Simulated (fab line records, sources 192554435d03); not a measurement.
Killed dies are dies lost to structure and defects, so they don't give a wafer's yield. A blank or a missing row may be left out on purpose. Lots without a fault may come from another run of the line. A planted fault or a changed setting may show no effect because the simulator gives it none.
Problem report in the 8D (eight disciplines) form, filled by code | flow n5_finfet | the parts of the form that need people (team, actions taken, sign-off) are left out

1. THE PROBLEM
rf_fwd_power_W at N5_MOL_CONTACT_COAG_ETCH_67 reads a mean of 1037 W on 6 wafers of 2 lots; wafers without a fault read 834 W with a standard deviation of 3.2. That is +63 standard deviations from the usual mean.
The step: etches SOC in N2/H2, target depth 60 nm, overetch 21 nm, time 101.2 s.
First seen on wafer L888.1, day 7 19:40, on rie_diel-06. The record holds 24 wafers of 8 lots with a number at this step. Rule for "out", or "out of limits": more than 4 standard deviations from the usual mean. The other wafers with a number count as sound.

2. WHAT IT IS AND WHAT IT IS NOT
question                    | is                       | is not
which readings at this step | rf_fwd_power_W, rf_vpp_V | oes_product_au, showerhead_plenum_p_Torr, temp_c, throttle_valve_pct
which lots                  | L888, L893               | L878, L881, L884, L896, L898, L901
which wafers of those lots  | all that have a number   | -
read on which tools         | rie_diel-06              | rie_diel-01, rie_diel-04
when                        | from day 7 19:40         | up to then (9 sound wafers); but 9 sound wafers of L896, L898, L901 came after

3. SUSPECTS, AND WHAT RULES EACH OUT
Counting: a tool at a process step up to the reading stays a suspect if it ran every lot that is out and no sound lot after the first of them.
- rie_diel-06 at N5_MOL_CONTACT_COAG_STRIP_96 (strips in N2/H2): ruled out as a lasting fault. Sound lots L898 ran on it after its first lot that is out, L888 (day 7 18:16).
- rie_diel-06 at N5_MOL_CONTACT_COAG_ETCH_47 (etches SiNx in CH3F/O2, stops on W, target depth 27 nm): ruled out as a lasting fault. Sound lots L898 ran on it after its first lot that is out, L888 (day 7 18:19).
- rie_diel-06 at N5_MOL_CONTACT_COAG_ETCH_67 (etches SOC in N2/H2, target depth 60 nm, overetch 21 nm, time 101.2 s): kept. It ran every lot that is out, first L888 (day 7 19:40), and no sound lot after that; its last sound lot up to then is L881 (day 6 00:07). Its own readings are out on those wafers: rf_fwd_power_W, rf_vpp_V.
Left after counting: rie_diel-06 at N5_MOL_CONTACT_COAG_ETCH_67.

4. THE CAUSE (what the simulator had put in)
Process parameter drift: rie_diel-06, from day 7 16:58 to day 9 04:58, at N5_MOL_CONTACT_COAG_ETCH_67. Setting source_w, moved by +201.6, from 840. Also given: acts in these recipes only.
Counting left only this tool.

5. THE CHAIN OF EFFECTS, in route order
Each row: a reading whose mean over the struck wafers that have a number lies more than 3 standard deviations from the usual. Only readings for which the record gives a usual standard deviation are gone through. hours: the time from each lot's start at the first step in this table that gives one to its start at this step, as a median over the lots. sigmas: the change in usual standard deviations.
hours | step                        | reading        | usual   | on struck wafers | change | sigmas
0     | N5_MOL_CONTACT_COAG_ETCH_67 | rf_fwd_power_W | 834 W   | 1037             | +203   | +63
0     | N5_MOL_CONTACT_COAG_ETCH_67 | rf_vpp_V       | 524.3 V | 488.1            | -36.2  | -16
The process steps in it:
- N5_MOL_CONTACT_COAG_ETCH_67: etches SOC in N2/H2, target depth 60 nm, overetch 21 nm, time 101.2 s.
Later measuring or inspecting steps at which every struck wafer that the step has a row for has a number for every such reading, and none has moved that far: N5_BEOL_M4_RC_MEAS_101.

6. WHAT WOULD HAVE CAUGHT IT SOONER
In this record the first reading out of limits was taken at day 7 19:40, 3 hours after the fault began at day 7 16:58.
